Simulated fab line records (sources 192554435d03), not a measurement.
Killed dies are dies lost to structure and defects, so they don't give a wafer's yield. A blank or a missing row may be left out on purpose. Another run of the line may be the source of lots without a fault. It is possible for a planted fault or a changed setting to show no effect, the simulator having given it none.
Comparing a struck lot with a sound one + flow n5-finfet + 27 out of 1938 route steps
Sound: these wafers, L640.1, L640.4, L640.5. Wafers L652.2, L652.3, L652.5 were the ones struck. The cause is given at the end.
Each step with rows lists, per side, the tool, then ch with its chambers, then its first start. Under that, the readings that differ: sound wafers + struck wafers + difference of the means + sigmas: that difference in standard deviations of wafers without a fault.
alike: words and numbers the same on both sides, and readings whose means are apart by under 2 such deviations; not compared: readings that were withheld, readings missing a value for some wafer, numbers with overlapping values and no deviation given by the record, and bounds like >300 which may hide the same value.
Wherever a step has rows on one side only, a row that says differs or no value, or a row with sigmas, the two part there. Numbers that have no deviation but don't overlap get no sigmas and don't part them. A reading that every wafer of one side lacks parts them only if that side has two wafers or more.

first, 2 steps without rows for these wafers: N5_BEOL_M8_ETCH_62 (etches SOC in N2/H2, target depth 110 nm, overetch 22 nm, time 165 s); N5_BEOL_M8_STRIP_68 (strips in N2/H2).
N5_BEOL_M8_STRIP_67: strips in CF4.
  sound on rie-diel-02 ch 0,3, day 9 15:48; struck on rie-diel-05 ch 2,3, day 12 20:23
| reading                         | sound             | struck            | difference | sigmas |
|---------------------------------|-------------------|-------------------|------------|--------|
| rf-vpp-V (V)                    | 267.4 271.1 267.0 | 272.8 270.0 271.1 | +2.8       | +2     |
| showerhead-plenum-p-Torr (Torr) | 1.64 1.74 1.64    | 1.82 1.75 1.75    | +0.10      | +2     |
  alike: drypump-motor-current-A, oes-product-au, throttle-valve-pct
  not compared: rf-hours-counter-h
N5_BEOL_M8_HM_OPEN_17: chemistry Cl2/BCl3, target TiN, target depth 20 nm, overetch 6 nm.
  sound on rie-metal-02 ch 0,1, day 9 15:50; struck on rie-metal-03 ch 0,1, day 12 20:25
  alike: bcl3-flow-sccm, drypump-motor-current-A, oes-product-au, throttle-valve-pct
  not compared: rf-hours-counter-h
N5_BEOL_M8_STRIP_19: strips in O2.
  sound on rie-diel-05 ch 0,1,3, day 9 15:57; struck on rie-diel-03 ch 2,3, day 12 20:32
| reading                | sound             | struck            | difference | sigmas |
|------------------------|-------------------|-------------------|------------|--------|
| throttle-valve-pct (%) | 16.71 17.08 16.96 | 16.24 16.46 16.23 | -0.61      | -3     |
  alike: drypump-motor-current-A, oes-product-au, rf-vpp-V, showerhead-plenum-p-Torr
  not compared: rf-hours-counter-h
N5_BEOL_M8_CD_MEAS_18: pitch 80 nm, target cd 40 nm.
  sound: cd-sem-01 at day 9 16:01; struck: cd-sem-03 at day 12 20:36
  alike: cd-nm
then, 6 steps without rows for these wafers: N5_BEOL_M8_COAT_63 (time 60 s, resist thk 60 nm); N5_BEOL_M8_COAT_64 (time 60 s, resist thk 12 nm); N5_BEOL_M8_COAT_71 (time 60 s, resist thk 5 nm); N5_BEOL_M8_COAT_22 (resist thk 30 nm); N5_BEOL_M8_EBR_24; N5_BEOL_M8_SOFTBAKE_23 (time 60 s).
N5_BEOL_M8_EXPOSE_25: exposes mask V7, target cd 40 nm.
  sound on euv-scanner-02 ch 0, day 9 17:02; struck on euv-scanner-01 ch 0, day 12 21:32
  alike: mask, exposure-dose-mJ-cm2
then, 2 steps without rows for these wafers: N5_BEOL_M8_PEB_26 (peb time 60 s); N5_BEOL_M8_DEVELOP_27 (develop time 30 s).
N5_BEOL_M8_CD_MEAS_28: the cd target is 40 nm.
  sound on cd-sem-02 ch 0, day 9 17:10; struck on cd-sem-02 ch 0, day 12 21:40
| reading    | sound             | struck            | difference | sigmas |
|------------|-------------------|-------------------|------------|--------|
| cd-nm (nm) | 40.33 40.12 39.96 | 39.57 39.53 39.36 | -0.65      | -3     |
N5_BEOL_M8_OVL_MEAS_29:
  sound on overlay-02 ch 0, day 9 17:12; struck on overlay-01 ch 0, day 12 21:42
  alike: V7_OVL
N5_BEOL_M8_INSPECT_30: inspects for defects (brightfield).
  sound: defect-inspect-02 at day 9 17:16; struck: defect-inspect-01 at day 12 21:45
  alike: raw-defect-count
N5_BEOL_M8_DESCUM_33: chemistry O2, time 7 s.
  sound on rie-diel-02 ch 0,1,2, day 9 17:17; struck on rie-diel-03 ch 1,3, day 12 22:09
| reading                  | sound        | struck       | difference | sigmas |
|--------------------------|--------------|--------------|------------|--------|
| model.BEOL_M8.cd-nm (nm) | 40.2 40 40.2 | 39.4 39 39.2 | -0.9       |        |
  alike: drypump-motor-current-A, oes-product-au, rf-vpp-V, showerhead-plenum-p-Torr, throttle-valve-pct
  not compared: rf-hours-counter-h
then, 1 step without rows for these wafers: N5_BEOL_M8_ETCH_72 (etches underlayer in N2/H2, target depth 6.5 nm, time 5.2 s).
N5_BEOL_M8_ETCH_65: etches SiARC in CF4, target depth 15.6 nm, time 26 s.
  sound on rie-diel-02 ch 0,1,2, day 9 17:20; struck on rie-diel-03 ch 1,3, day 12 22:12
  alike: drypump-motor-current-A, etch-rf-on-time-s, oes-product-au, rf-vpp-V, showerhead-plenum-p-Torr, throttle-valve-pct
  not compared: rf-hours-counter-h
N5_BEOL_M8_ETCH_66: etches SOC in N2/H2, target depth 80 nm, overetch 16 nm, time 120 s.
  sound on rie-diel-02 ch 0,1,2, day 9 17:22; struck on rie-diel-03 ch 1,3, day 12 22:13
  alike: drypump-motor-current-A, oes-product-au, rf-vpp-V, showerhead-plenum-p-Torr, throttle-valve-pct
  not compared: rf-hours-counter-h
then, 2 steps without rows for these wafers: N5_BEOL_M8_STRIP_69 (strips in N2/H2); N5_BEOL_M8_STRIP_73 (strips in N2/H2).
N5_BEOL_M8_VIA_ETCH_34: etches SiCOH lowk in C4F6/O2, target depth 125.5 nm, time 50.5 s.
  sound on rie-diel-02 ch 0,1,2, day 9 17:28; struck on rie-diel-03 ch 1,3, day 12 22:20
| reading                  | sound        | struck         | difference | sigmas |
|--------------------------|--------------|----------------|------------|--------|
| rf-vpp-V (V)             | 671 695 677  | 645 647 646    | -35        | -2     |
| model.BEOL_M8.cd-nm (nm) | 40.4 40 39.8 | 39.4 39.2 39.2 | -0.8       |        |
  alike: O2_flow_sccm, drypump-motor-current-A, oes-product-au, showerhead-plenum-p-Torr, throttle-valve-pct
  not compared: rf-hours-counter-h
then, 1 step without rows for these wafers: N5_BEOL_M8_STRIP_76 (strips in C4F6/O2).
-- a jump in the record: the struck wafers' starts before and after are 3 days apart (it breaks off in module BEOL_M8 and resumes in module PASSIVATION, where the first step shown is number 1936 of the route) --
N5_PASSIVATION_PROBE_49:
  rows exist in the record for the struck wafers here (prober-01, day 15 20:01), but not for the sound ones

== WHERE THEY PART ==
First at N5_BEOL_M8_STRIP_67; last, within this record, at N5_PASSIVATION_PROBE_49.

WHY: the cause the simulator had injected
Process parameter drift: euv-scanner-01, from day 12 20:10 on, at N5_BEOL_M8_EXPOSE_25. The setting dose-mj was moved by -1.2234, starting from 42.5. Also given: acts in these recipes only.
